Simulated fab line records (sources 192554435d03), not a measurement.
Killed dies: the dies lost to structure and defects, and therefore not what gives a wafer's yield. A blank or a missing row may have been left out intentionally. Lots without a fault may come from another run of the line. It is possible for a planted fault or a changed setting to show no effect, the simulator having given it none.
Which tool did it?	flow n5_finfet	Sampling: 24 lots, 72 wafers, 6 of 1938 route steps

WHAT THE GAUGES SHOWED, per wafer
Not one reading of a measure or inspect step in the record can be checked against a usual standard deviation.

WHAT TOOL EACH LOT RAN ON (gives the tool, then ch and the chambers of the sampled wafers, and finally the start)
lot	N5_BEOL_M10_PECVD_70	N5_BEOL_M10_DESCUM_33	N5_BEOL_M10_VIA_ETCH_34	N5_BEOL_M10_STRIP_77	N5_BEOL_M10_DEGAS_44	N5_BEOL_M10_ANNEAL_51
L074	pecvd-02 ch 0,1, day 9 20:38	rie_diel-05 ch 0,1, day 9 23:38	rie_diel-05 ch 0,1, day 9 23:50	rie_diel-05 ch 0,1, day 10 00:45 or earlier	pvd_sputter-01, day 10 00:45	rtp_anneal-02 ch 0, day 10 05:04
L075	pecvd-02 ch 0,1, day 10 02:20	rie_diel-01 ch 0,2,3, day 10 06:37	rie_diel-01 ch 0,2,3, day 10 06:49	rie_diel-01 ch 0,2,3, day 10 07:50 or earlier	pvd_sputter-02, day 10 07:50	rtp_anneal-01 ch 0, day 10 10:57
L076	pecvd-01 ch 0,2, day 10 14:17	rie_diel-05 ch 1,2, day 10 20:25	rie_diel-05 ch 1,2, day 10 20:38	rie_diel-05 ch 1,2, day 10 21:27 or earlier	pvd_sputter-02, day 10 21:27	rtp_anneal-01 ch 0, day 10 22:40
L077	pecvd-01 ch 0,1,2, day 11 03:46	rie_diel-01 ch 0,2,3, day 11 06:40	rie_diel-01 ch 0,2,3, day 11 06:53	rie_diel-01 ch 0,2,3, day 11 07:46 or earlier	pvd_sputter-03, day 11 07:46	rtp_anneal-02 ch 0, day 11 09:05
L079	pecvd-02 ch 0,1,2, day 11 11:46	rie_diel-02 ch 1,3, day 11 15:32	rie_diel-02 ch 1,3, day 11 15:45	rie_diel-02 ch 1,3, day 11 16:43 or earlier	pvd_sputter-03, day 11 16:43	rtp_anneal-01 ch 0, day 11 17:56
L080	pecvd-01 ch 0,1,2, day 11 15:34	rie_diel-02 ch 1,2, day 11 17:54	rie_diel-02 ch 1,2, day 11 18:07	rie_diel-02 ch 1,2, day 11 19:00 or earlier	pvd_sputter-02, day 11 19:00	rtp_anneal-02 ch 0, day 11 21:22
L078	pecvd-02 ch 0,1,2, day 11 17:17	rie_diel-02 ch 1,2,3, day 11 20:43	rie_diel-02 ch 1,2,3, day 11 20:55	rie_diel-02 ch 1,2,3, day 11 22:05 or earlier	pvd_sputter-01, day 11 22:05	rtp_anneal-02 ch 0, day 11 23:05
L081	pecvd-04 ch 0,1, day 11 19:14	rie_diel-01 ch 0,1,2, day 11 23:22	rie_diel-01 ch 0,1,2, day 11 23:34	rie_diel-01 ch 0,1,2, day 12 01:02 or earlier	pvd_sputter-02, day 12 01:02	rtp_anneal-02 ch 0, day 12 02:02
L082	pecvd-04 ch 0,1, day 12 05:44	rie_diel-01 ch 1,2,3, day 12 09:49	rie_diel-01 ch 1,2,3, day 12 10:01	rie_diel-01 ch 1,2,3, day 12 11:25 or earlier	pvd_sputter-03, day 12 11:25	rtp_anneal-02 ch 0, day 12 12:27
L085	pecvd-04 ch 0,1,2, day 12 14:21	rie_diel-01 ch 1,2,3, day 12 18:07	rie_diel-01 ch 1,2,3, day 12 18:20	rie_diel-01 ch 1,2,3, day 12 20:52 or earlier	pvd_sputter-01, day 12 20:52	rtp_anneal-02 ch 0, day 12 21:47
L083	pecvd-02 ch 1,2, day 12 20:57	rie_diel-01 ch 0,2,3, day 13 00:30	rie_diel-01 ch 0,2,3, day 13 00:43	rie_diel-01 ch 0,2,3, day 13 01:43 or earlier	pvd_sputter-01, day 13 01:43	rtp_anneal-01 ch 0, day 13 03:07
L084	pecvd-02 ch 0,1,2, day 12 23:01	rie_diel-02 ch 0,1, day 13 04:08	rie_diel-02 ch 0,1, day 13 04:20	rie_diel-02 ch 0,1, day 13 05:28 or earlier	pvd_sputter-01, day 13 05:28	rtp_anneal-02 ch 0, day 13 06:20
L087	pecvd-02 ch 1,2, day 13 04:56	rie_diel-05 ch 1,2, day 13 08:43	rie_diel-05 ch 1,2, day 13 08:56	rie_diel-05 ch 1,2, day 13 09:47 or earlier	pvd_sputter-03, day 13 09:47	rtp_anneal-02 ch 0, day 13 10:58
L086	pecvd-02 ch 0,1, day 13 07:32	rie_diel-02 ch 0,1, day 13 14:40	rie_diel-02 ch 0,1, day 13 14:53	rie_diel-02 ch 0,1, day 13 16:10 or earlier	pvd_sputter-02, day 13 16:10	rtp_anneal-01 ch 0, day 13 17:41
L090	pecvd-01 ch 1,2, day 13 23:43	rie_diel-05 ch 0,1, day 14 03:10	rie_diel-05 ch 0,1, day 14 03:22	rie_diel-05 ch 0,1, day 14 04:11 or earlier	pvd_sputter-01, day 14 04:11	rtp_anneal-01 ch 0, day 14 07:13
L088	pecvd-04 ch 0,1, day 14 03:05	rie_diel-01 ch 0,1,2, day 14 07:52	rie_diel-01 ch 0,1,2, day 14 08:05	rie_diel-01 ch 0,1,2, day 14 09:12 or earlier	pvd_sputter-01, day 14 09:12	rtp_anneal-02 ch 0, day 14 11:17
L091	pecvd-04 ch 0,2, day 14 05:30	rie_diel-01 ch 0,1, day 14 10:18	rie_diel-01 ch 0,1, day 14 10:31	rie_diel-01 ch 0,1, day 14 11:33 or earlier	pvd_sputter-03, day 14 11:33	rtp_anneal-02 ch 0, day 14 12:29
L089	pecvd-04 ch 0,1,2, day 14 13:59	rie_diel-02 ch 0,1,2, day 14 16:28	rie_diel-02 ch 0,1,2, day 14 16:40	rie_diel-02 ch 0,1,2, day 14 17:43 or earlier	pvd_sputter-03, day 14 17:43	rtp_anneal-01 ch 0, day 14 20:18
L092	pecvd-01 ch 1,2, day 14 18:44	rie_diel-02 ch 0,1,2, day 14 23:21	rie_diel-02 ch 0,1,2, day 14 23:34	rie_diel-02 ch 0,1,2, day 15 00:46 or earlier	pvd_sputter-01, day 15 00:46	rtp_anneal-02 ch 0, day 15 01:59
L093	pecvd-01 ch 0,1,2, day 14 22:20	rie_diel-02 ch 0,2,3, day 15 02:20	rie_diel-02 ch 0,2,3, day 15 02:32	rie_diel-02 ch 0,2,3, day 15 04:39 or earlier	pvd_sputter-02, day 15 04:39	rtp_anneal-01 ch 0, day 15 05:46
L094	pecvd-04 ch 0,1,2, day 15 06:28	rie_diel-02 ch 0,1,2, day 15 08:37	rie_diel-02 ch 0,1,2, day 15 08:49	rie_diel-02 ch 0,1,2, day 15 11:55 or earlier	pvd_sputter-01, day 15 11:55	rtp_anneal-01 ch 0, day 15 12:55
L095	pecvd-04 ch 0,1,2, day 15 16:17	rie_diel-01 ch 2,3, day 15 19:29	rie_diel-01 ch 2,3, day 15 19:42	rie_diel-01 ch 2,3, day 15 20:53 or earlier	pvd_sputter-01, day 15 20:53	rtp_anneal-01 ch 0, day 15 21:54
L096	pecvd-02 ch 0,1,2, day 15 18:47	rie_diel-02 ch 0,1,2, day 15 21:39	rie_diel-02 ch 0,1,2, day 15 21:51	rie_diel-02 ch 0,1,2, day 15 22:41 or earlier	pvd_sputter-01, day 15 22:41	rtp_anneal-02 ch 0, day 16 01:27
L097	pecvd-04 ch 0,2, day 16 05:49	rie_diel-01 ch 1,2,3, day 16 09:45	rie_diel-01 ch 1,2,3, day 16 09:58	rie_diel-01 ch 1,2,3, day 16 11:37 or earlier	pvd_sputter-02, day 16 11:37	rtp_anneal-01 ch 0, day 16 12:38
- N5_BEOL_M10_PECVD_70: deposits SiO2 from TEOS/O2, target thk 20 nm, time 22.7 s.
- N5_BEOL_M10_DESCUM_33: chemistry O2, time 7.9 s.
- N5_BEOL_M10_VIA_ETCH_34: etches SiCOH lowk in C4F6/O2, target depth 184.5 nm, time 69.2 s.
- N5_BEOL_M10_STRIP_77: strips in N2/H2, time 10 s.
- N5_BEOL_M10_DEGAS_44: time 60 s.
- N5_BEOL_M10_ANNEAL_51: time 90 s.

AS READ BY THE TOOLS THEMSELVES (means over the sampled wafers that have a number; for cases with no such wafer, the mark the record gives instead)
N5_BEOL_M10_PECVD_70. Usual: chamber_pressure_Torr 5.500 Torr, standard deviation 0.012; heater_power_w 745 W, standard deviation 98; showerhead_plenum_p_Torr 8.77 Torr, standard deviation 0.051; throttle_valve_pct 22.5 %, standard deviation 1.1.
lot	tool	chamber_pressure_Torr (Torr)	heater_power_w (W)	showerhead_plenum_p_Torr (Torr)	throttle_valve_pct (%)	flag
L074	pecvd-02	5.495	696	8.78	22.8	
L075	pecvd-02	5.500	694	8.77	22.7	
L076	pecvd-01	5.485	746	8.76	23.5	
L077	pecvd-01	5.502	684	8.76	22.7	
L079	pecvd-02	5.504	806	8.73	22.1	
L080	pecvd-01	5.496	735	8.76	22.7	
L078	pecvd-02	5.516	772	8.73	22.2	
L081	pecvd-04	5.490	764	8.80	23.4	
L082	pecvd-04	5.500	673	8.80	22.5	
L085	pecvd-04	5.491	705	8.79	22.3	
L083	pecvd-02	5.499	888	8.74	22.3	
L084	pecvd-02	5.494	794	8.75	22.3	
L087	pecvd-02	5.502	888	8.71	21.7	
L086	pecvd-02	5.496	667	8.78	22.6	
L090	pecvd-01	5.501	659	8.74	21.8	
L088	pecvd-04	5.498	786	8.78	23.4	
L091	pecvd-04	5.508	693	8.79	23.3	
L089	pecvd-04	5.511	715	8.81	22.3	
L092	pecvd-01	5.496	685	8.79	22.0	
L093	pecvd-01	5.495	728	8.76	22.6	
L094	pecvd-04	5.495	686	8.80	22.3	
L095	pecvd-04	5.504	760	8.80	22.3	
L096	pecvd-02	5.506	779	8.73	22.5	
L097	pecvd-04	5.509	863	8.79	23.4	

N5_BEOL_M10_DESCUM_33. Usual: drypump_motor_current_A 5.8 A, standard deviation 0.47; oes_product_au 0.78 a.u., standard deviation 0.092; rf_vpp_V 242.3 V, standard deviation 0.97; showerhead_plenum_p_Torr 2.050 Torr, standard deviation 0.028; throttle_valve_pct 20.43 %, standard deviation 0.24.
lot	tool	drypump_motor_current_A (A)	oes_product_au (a.u.)	rf_vpp_V (V)	showerhead_plenum_p_Torr (Torr)	throttle_valve_pct (%)	flag
L074	rie_diel-05	5.4	0.76	242.2	2.066	20.36	
L075	rie_diel-01	5.7	0.82	242.2	2.051	20.35	
L076	rie_diel-05	5.7	0.85	242.7	2.032	20.26	
L077	rie_diel-01	5.7	0.82	242.0	2.047	20.37	
L079	rie_diel-02	6.0	0.73	243.3	2.093	20.34	
L080	rie_diel-02	6.0	0.71	242.3	2.074	20.66	
L078	rie_diel-02	6.0	0.71	242.1	2.083	20.51	
L081	rie_diel-01	6.0	0.90	241.8	2.045	20.24	
L082	rie_diel-01	5.4	0.85	242.3	2.052	20.46	
L085	rie_diel-01	5.4	0.84	242.6	2.050	20.44	
L083	rie_diel-01	5.7	0.79	242.1	2.041	20.41	
L084	rie_diel-02	5.8	0.74	242.5	2.035	20.46	
L087	rie_diel-05	5.7	0.82	241.9	2.026	20.29	
L086	rie_diel-02	6.0	0.71	242.5	2.057	20.39	
L090	rie_diel-05	5.4	0.89	242.5	2.056	20.16	
L088	rie_diel-01	6.0	0.85	242.5	2.037	20.27	
L091	rie_diel-01	6.0	0.87	242.0	2.043	20.19	
L089	rie_diel-02	5.9	0.71	242.5	2.048	20.58	
L092	rie_diel-02	5.9	0.70	241.3	2.047	20.59	
L093	rie_diel-02	5.9	0.72	242.4	2.050	20.61	
L094	rie_diel-02	5.9	0.70	242.4	2.046	20.59	
L095	rie_diel-01	5.4	0.87	242.4	2.035	20.45	
L096	rie_diel-02	5.9	0.70	241.9	2.044	20.61	
L097	rie_diel-01	5.4	0.88	241.2	2.040	20.38	

N5_BEOL_M10_VIA_ETCH_34. Usual: drypump_motor_current_A 5.8 A, standard deviation 0.47; oes_o_777_au 0.78 a.u., standard deviation 0.089; oes_product_au 0.78 a.u., standard deviation 0.094; rf_vpp_V 665 V, standard deviation 4.7; showerhead_plenum_p_Torr 2.79 Torr, standard deviation 0.037; throttle_valve_pct 20.91 %, standard deviation 0.27.
lot	tool	drypump_motor_current_A (A)	oes_o_777_au (a.u.)	oes_product_au (a.u.)	rf_vpp_V (V)	showerhead_plenum_p_Torr (Torr)	throttle_valve_pct (%)	flag
L074	rie_diel-05	5.4	0.76	0.76	661	2.80	20.78	
L075	rie_diel-01	5.7	0.81	0.82	665	2.80	20.86	
L076	rie_diel-05	5.7	0.84	0.86	669	2.77	20.74	
L077	rie_diel-01	5.7	0.80	0.82	665	2.79	20.88	
L079	rie_diel-02	6.0	0.74	0.73	666	2.84	20.80	
L080	rie_diel-02	6.0	0.71	0.70	662	2.83	21.17	
L078	rie_diel-02	6.1	0.72	0.72	665	2.84	20.99	
L081	rie_diel-01	6.0	0.89	0.90	664	2.78	20.70	
L082	rie_diel-01	5.4	0.84	0.85	666	2.79	20.93	
L085	rie_diel-01	5.4	0.83	0.85	665	2.79	20.94	
L083	rie_diel-01	5.7	0.78	0.79	665	2.78	20.91	
L084	rie_diel-02	5.8	0.72	0.73	666	2.77	20.92	
L087	rie_diel-05	5.7	0.81	0.82	669	2.76	20.76	
L086	rie_diel-02	5.9	0.71	0.72	668	2.79	20.84	
L090	rie_diel-05	5.4	0.88	0.89	661	2.79	20.58	
L088	rie_diel-01	6.0	0.85	0.86	664	2.77	20.75	
L091	rie_diel-01	6.0	0.88	0.88	668	2.77	20.61	
L089	rie_diel-02	5.9	0.70	0.70	664	2.79	21.08	
L092	rie_diel-02	5.9	0.70	0.71	664	2.79	21.07	
L093	rie_diel-02	5.9	0.71	0.71	662	2.80	21.12	
L094	rie_diel-02	5.9	0.70	0.70	663	2.79	21.07	
L095	rie_diel-01	5.4	0.85	0.88	662	2.78	20.99	
L096	rie_diel-02	5.9	0.69	0.69	664	2.79	21.08	
L097	rie_diel-01	5.4	0.87	0.87	664	2.78	20.85	

N5_BEOL_M10_STRIP_77. Usual: drypump_motor_current_A 5.8 A, standard deviation 0.47; oes_product_au 0.78 a.u., standard deviation 0.092; rf_vpp_V 59.0 V, standard deviation 0.81; showerhead_plenum_p_Torr 2.49 Torr, standard deviation 0.035; throttle_valve_pct 23.60 %, standard deviation 0.28.
lot	tool	drypump_motor_current_A (A)	oes_product_au (a.u.)	rf_vpp_V (V)	showerhead_plenum_p_Torr (Torr)	throttle_valve_pct (%)	flag
L074	rie_diel-05	5.4	0.77	59.2	2.49	23.45	
L075	rie_diel-01	5.7	0.83	58.1	2.49	23.54	
L076	rie_diel-05	5.7	0.85	58.8	2.46	23.37	
L077	rie_diel-01	5.7	0.81	59.1	2.49	23.56	
L079	rie_diel-02	6.1	0.73	59.4	2.54	23.49	
L080	rie_diel-02	6.0	0.70	59.6	2.52	23.90	
L078	rie_diel-02	6.1	0.72	59.1	2.53	23.70	
L081	rie_diel-01	6.0	0.90	58.7	2.48	23.40	
L082	rie_diel-01	5.4	0.85	59.0	2.49	23.67	
L085	rie_diel-01	5.4	0.84	58.4	2.49	23.68	
L083	rie_diel-01	5.7	0.79	59.2	2.48	23.58	
L084	rie_diel-02	5.8	0.72	58.8	2.46	23.56	
L087	rie_diel-05	5.7	0.82	58.9	2.45	23.38	
L086	rie_diel-02	5.9	0.71	59.5	2.50	23.56	
L090	rie_diel-05	5.4	0.90	59.0	2.48	23.28	
L088	rie_diel-01	6.0	0.85	59.4	2.47	23.42	
L091	rie_diel-01	6.0	0.87	59.3	2.47	23.41	
L089	rie_diel-02	5.9	0.70	59.1	2.49	23.75	
L092	rie_diel-02	5.9	0.70	58.6	2.49	23.76	
L093	rie_diel-02	5.9	0.72	58.4	2.49	23.74	
L094	rie_diel-02	5.9	0.70	59.0	2.48	23.77	
L095	rie_diel-01	5.4	0.87	59.4	2.47	23.65	
L096	rie_diel-02	5.9	0.69	59.3	2.48	23.78	
L097	rie_diel-01	5.4	0.87	58.2	2.47	23.62	

N5_BEOL_M10_DEGAS_44. Usual: 330 W for heater_power_w, sd 44.
lot	tool	heater_power_w (W)	flag
L074	pvd_sputter-01	315	
L075	pvd_sputter-02	319	
L076	pvd_sputter-02	347	
L077	pvd_sputter-03	325	
L079	pvd_sputter-03	345	
L080	pvd_sputter-02	323	
L078	pvd_sputter-01	321	
L081	pvd_sputter-02	346	
L082	pvd_sputter-03	348	
L085	pvd_sputter-01	318	
L083	pvd_sputter-01	330	
L084	pvd_sputter-01	277	
L087	pvd_sputter-03	335	
L086	pvd_sputter-02	354	
L090	pvd_sputter-01	288	
L088	pvd_sputter-01	314	
L091	pvd_sputter-03	329	
L089	pvd_sputter-03	312	
L092	pvd_sputter-01	370	
L093	pvd_sputter-02	345	
L094	pvd_sputter-01	277	
L095	pvd_sputter-01	311	
L096	pvd_sputter-01	313	
L097	pvd_sputter-02	342	

N5_BEOL_M10_ANNEAL_51. Usual: 226.25 for wafer_temp_C_max, sd 0.27.
lot	tool	wafer_temp_C_max	flag
L074	rtp_anneal-02	226.20	
L075	rtp_anneal-01	226.37	
L076	rtp_anneal-01	226.39	
L077	rtp_anneal-02	226.33	
L079	rtp_anneal-01	226.36	
L080	rtp_anneal-02	226.11	
L078	rtp_anneal-02	226.24	
L081	rtp_anneal-02	226.04	
L082	rtp_anneal-02	226.25	
L085	rtp_anneal-02	226.21	
L083	rtp_anneal-01	226.68	
L084	rtp_anneal-02	225.94	
L087	rtp_anneal-02	226.14	
L086	rtp_anneal-01	226.50	
L090	rtp_anneal-01	226.16	
L088	rtp_anneal-02	226.17	
L091	rtp_anneal-02	226.04	
L089	rtp_anneal-01	226.47	
L092	rtp_anneal-02	226.07	
L093	rtp_anneal-01	226.33	
L094	rtp_anneal-01	226.37	
L095	rtp_anneal-01	226.46	
L096	rtp_anneal-02	226.21	
L097	rtp_anneal-01	226.51	

THE ANSWER, worked out from the rows above alone
Rule: a lot counts as off when the mean over its wafers that have a number is more than 3 standard deviations away from the usual mean. A lot without any number at a reading at which 4 lots or more have one is off too. The other lots that the step has rows for count as sound. The gauges are gone through in route order, then the tools' own readings, and for those a lot's mean is taken as printed above. The first step at which some lot is off is used, and at that step the reading that is off furthest; a lot without a number counts as furthest.
No lot is off on any of the readings shown, so nothing can be concluded from this.

WHAT HAD BEEN PUT IN BY THE SIMULATOR
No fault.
